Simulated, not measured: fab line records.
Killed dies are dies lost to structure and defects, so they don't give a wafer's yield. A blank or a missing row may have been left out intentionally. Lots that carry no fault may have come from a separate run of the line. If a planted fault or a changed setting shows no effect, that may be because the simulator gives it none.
Matching of chambers | flow n5 finfet | 3 sister chambers for N5_BEOL_M11_ILD_DEP_00 on pecvd-04
The step deposits SiCOH lowk from DEMS/porogen, target thk 308.51 nm, time 58 s. 3 wafers are shown with their chamber, then 9 later ones without.

== WAFERS, EACH WITH ITS CHAMBER ==
wafer  | chamber | heater power w (W)
L087.1 | 2       | 233
L088.5 | 0       | 317
L088.6 | 1       | 245

== WAFERS MISSING THEIR CHAMBER ==
wafer  | heater power w (W)
L090.2 | 279
L090.5 | 222
L090.6 | 283
L093.3 | 195
L093.4 | 291
L093.5 | 209
L092.2 | 324
L092.3 | 250
L092.4 | 255

== THE CHAMBER EACH PASSED THROUGH ==
wafer  | from the rows above          | in truth
L090.2 | can't be placed: 1 or 0 or 2 | 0
L090.5 | can't be placed: 2 or 1      | 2
L090.6 | can't be placed: 0 or 1 or 2 | 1
L093.3 | can't be placed: 2 or 1      | 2
L093.4 | can't be placed: 0 or 1 or 2 | 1
L093.5 | can't be placed: 2 or 1      | 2
L092.2 | 0                            | 0
L092.3 | can't be placed: 1 or 2      | 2
L092.4 | can't be placed: 1 or 2      | 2
1 of 9 placed correctly. These rows do not allow placing 8 (true chamber among the candidates in 8). Placed wrongly: 0.
How it was worked out, from the rows above alone: a wafer's distance from a chamber is the root of the sum, over the readings, of the square of ((its reading less the chamber's mean) divided by the reading's scatter). The wafer belongs to the nearest chamber; if the next one is less than 2 further off, it can't be placed. The mean given for a chamber averages the wafers shown for that chamber. The scatter: root of mean squared gap, hidden wafer to nearest shown wafer, with one shown wafer a chamber.
